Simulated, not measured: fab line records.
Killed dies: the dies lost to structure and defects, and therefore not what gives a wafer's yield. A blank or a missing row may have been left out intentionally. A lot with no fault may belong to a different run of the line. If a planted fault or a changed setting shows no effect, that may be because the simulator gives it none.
Split-lot study / flow n5-finfet / 7 lots, 21 wafers read, on a route of 1938 steps

## THE SPLIT
At N5_BEOL_M10_ETCH_62 (etches SOC in N2/H2, target depth 110 nm, overetch 22 nm, time 165 s), the setting time-s was moved away from the recipe's 165 s on 7 of the 21 wafers read, by -22.4% to +9.2%. For the rest of the wafers, this setting stayed at what the recipe calls for.

The reading comes from the split's own step.

## THE READING
SiARC_of_BEOL_M10_COAT_60.thk-nm (the simulator's own value, which no gauge read), in nm, at N5_BEOL_M10_ETCH_62 (etches SOC in N2/H2, target depth 110 nm, overetch 22 nm, time 165 s). The file does not state a usual value for it. The 14 wafers here that ran the recipe average 23.5 nm, standard deviation 0.21 nm.

wafer=L074.2; tool, chamber at the split=rie-diel-03, 3,1; time-s as run, s=165; against the recipe=recipe; SiARC_of_BEOL_M10_COAT_60.thk-nm, nm=23.4; against lot-mates on the recipe=-
wafer=L074.6; tool, chamber at the split=rie-diel-03, 3,1; time-s as run, s=165; against the recipe=recipe; SiARC_of_BEOL_M10_COAT_60.thk-nm, nm=23.4; against lot-mates on the recipe=-
wafer=L074.3; tool, chamber at the split=rie-diel-03, 1; time-s as run, s=180.1; against the recipe=+9.2%; SiARC_of_BEOL_M10_COAT_60.thk-nm, nm=22.8; against lot-mates on the recipe=-0.6
wafer=L075.2; tool, chamber at the split=rie-diel-06, 2; time-s as run, s=165; against the recipe=recipe; SiARC_of_BEOL_M10_COAT_60.thk-nm, nm=23.2; against lot-mates on the recipe=-
wafer=L075.3; tool, chamber at the split=rie-diel-06, 0; time-s as run, s=165; against the recipe=recipe; SiARC_of_BEOL_M10_COAT_60.thk-nm, nm=23.8; against lot-mates on the recipe=-
wafer=L075.6; tool, chamber at the split=rie-diel-06, 2; time-s as run, s=165; against the recipe=recipe; SiARC_of_BEOL_M10_COAT_60.thk-nm, nm=23.4; against lot-mates on the recipe=-
wafer=L084.1; tool, chamber at the split=rie-diel-04, 3; time-s as run, s=165; against the recipe=recipe; SiARC_of_BEOL_M10_COAT_60.thk-nm, nm=23.8; against lot-mates on the recipe=-
wafer=L084.5; tool, chamber at the split=rie-diel-04, 3; time-s as run, s=165; against the recipe=recipe; SiARC_of_BEOL_M10_COAT_60.thk-nm, nm=23.6; against lot-mates on the recipe=-
wafer=L084.6; tool, chamber at the split=rie-diel-04, 2; time-s as run, s=179.9; against the recipe=+9.0%; SiARC_of_BEOL_M10_COAT_60.thk-nm, nm=23; against lot-mates on the recipe=-0.7
wafer=L087.3; tool, chamber at the split=rie-diel-04, 2; time-s as run, s=165; against the recipe=recipe; SiARC_of_BEOL_M10_COAT_60.thk-nm, nm=23.6; against lot-mates on the recipe=-
wafer=L087.4; tool, chamber at the split=rie-diel-04, 0; time-s as run, s=165; against the recipe=recipe; SiARC_of_BEOL_M10_COAT_60.thk-nm, nm=23.8; against lot-mates on the recipe=-
wafer=L087.6; tool, chamber at the split=rie-diel-04, 0; time-s as run, s=165; against the recipe=recipe; SiARC_of_BEOL_M10_COAT_60.thk-nm, nm=23.8; against lot-mates on the recipe=-
wafer=L085.2; tool, chamber at the split=rie-diel-04, 1; time-s as run, s=128; against the recipe=-22.4%; SiARC_of_BEOL_M10_COAT_60.thk-nm, nm=25; against lot-mates on the recipe=+1.4
wafer=L085.4; tool, chamber at the split=rie-diel-04, 3; time-s as run, s=128; against the recipe=-22.4%; SiARC_of_BEOL_M10_COAT_60.thk-nm, nm=25.2; against lot-mates on the recipe=+1.6
wafer=L085.6; tool, chamber at the split=rie-diel-04, 1; time-s as run, s=165; against the recipe=recipe; SiARC_of_BEOL_M10_COAT_60.thk-nm, nm=23.6; against lot-mates on the recipe=-
wafer=L090.2; tool, chamber at the split=rie-diel-06, 1; time-s as run, s=151.5; against the recipe=-8.2%; SiARC_of_BEOL_M10_COAT_60.thk-nm, nm=23.8; against lot-mates on the recipe=+0.4
wafer=L090.3; tool, chamber at the split=rie-diel-06, 2; time-s as run, s=165; against the recipe=recipe; SiARC_of_BEOL_M10_COAT_60.thk-nm, nm=23.2; against lot-mates on the recipe=-
wafer=L090.5; tool, chamber at the split=rie-diel-06, 0; time-s as run, s=165; against the recipe=recipe; SiARC_of_BEOL_M10_COAT_60.thk-nm, nm=23.6; against lot-mates on the recipe=-
wafer=L088.1; tool, chamber at the split=rie-diel-06, 3; time-s as run, s=165; against the recipe=recipe; SiARC_of_BEOL_M10_COAT_60.thk-nm, nm=23.4; against lot-mates on the recipe=-
wafer=L088.3; tool, chamber at the split=rie-diel-06, 0; time-s as run, s=149.2; against the recipe=-9.6%; SiARC_of_BEOL_M10_COAT_60.thk-nm, nm=24.2; against lot-mates on the recipe=+0.8
wafer=L088.4; tool, chamber at the split=rie-diel-06, 1; time-s as run, s=149.2; against the recipe=-9.6%; SiARC_of_BEOL_M10_COAT_60.thk-nm, nm=24; against lot-mates on the recipe=+0.6
If several chambers appear in one row, that row covers several wafers at once and the file leaves open which wafer was in which chamber.

FIT RESULTS
A straight line over all 21 wafers: SiARC_of_BEOL_M10_COAT_60.thk-nm changes by -0.0671 nm for each +1% of time-s; r = -0.94; the points scatter about the line by 0.2 nm.
The same after taking each lot's own level away (the mean of its wafers on the recipe; 21 wafers): -0.0677 nm for each +1%; r = -0.97; scatter 0.14 nm.
The reading moves by 1.5 nm for the largest change in time-s, on that fit.
Measured against the standard deviation above, the lots' own levels, which go from 23.40 to 23.73 nm, span 1.6 times it.
Hence the lot-to-lot level has little effect on the slope; both slopes agree.
Check: for one of the wafers moved furthest among these (-22.4%), held out of the fit, the line's prediction against its lot-mates is +1.57 nm. It came out at +1.4 nm against them.

## FURTHER SPLITS ON THESE WAFERS
Before the reading, these wafers also passed through other splits. Each is held against what the fit with the lots' levels taken away leaves over:
other split on the same wafers=N5_BEOL_M8_EXPOSE_25 dose-mj; wafers away from the commonest value=9; r with SiARC_of_BEOL_M10_COAT_60.thk-nm (lot level and that fit taken away)=-0.29
other split on the same wafers=N5_BEOL_M10_COAT_05 spin-rpm; wafers away from the commonest value=7; r with SiARC_of_BEOL_M10_COAT_60.thk-nm (lot level and that fit taken away)=+0.10

## FILE'S OWN FIT
SiARC_of_BEOL_M10_COAT_60.thk-nm changes by -0.067 nm for each +1% of time-s, r = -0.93.
